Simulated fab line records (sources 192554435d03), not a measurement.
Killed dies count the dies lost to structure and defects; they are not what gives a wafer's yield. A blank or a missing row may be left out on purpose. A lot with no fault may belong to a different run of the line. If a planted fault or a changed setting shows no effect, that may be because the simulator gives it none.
Chamber matching | flow n5Finfet | 4 sister chambers for N5_DUMMY_GATE_ALD_02 on aldSin-01
The step deposits SiO2, target thk 2 nm, pulse time 1 s. 4 wafers are shown with their chamber, then 8 later ones without.

## WAFERS WITH THEIR CHAMBER
wafer  | chamber | heaterPowerW (W)
L086.4 | 2       | 575
L087.3 | 3       | 510
L087.6 | 1       | 575
L089.1 | 0       | 406

## WAFERS WITHOUT THEIR CHAMBER
wafer  | heaterPowerW (W)
L089.2 | 560
L089.4 | 487
L092.1 | 582
L092.2 | 545
L092.3 | 517
L096.1 | 568
L096.2 | 501
L096.5 | 514

## WHICH CHAMBER EACH ONE RAN IN
wafer  | from the rows above          | in truth
L089.2 | can't be placed: 1 or 2      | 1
L089.4 | 3                            | 3
L092.1 | can't be placed: 1 or 2      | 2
L092.2 | can't be placed: 1 or 2 or 3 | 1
L092.3 | 3                            | 3
L096.1 | can't be placed: 1 or 2      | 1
L096.2 | 3                            | 3
L096.5 | 3                            | 3
Correctly placed: 4 of 8. Not placeable from these rows: 4 (in 4, the candidates include the true chamber). Placed wrongly: 0.
How it was worked out, from the rows above alone: a wafer's distance from a chamber is the root of the sum, over the readings, of the square of ((its reading less the chamber's mean) divided by the reading's scatter). If the next closest chamber is less than 2 further off than the closest, the wafer can't be placed; otherwise it belongs to the closest. A chamber's mean is the mean of its shown wafers. The scatter (one wafer shown for each chamber): square how far every hidden wafer sits from the nearest shown wafer, average those squares and take the square root.
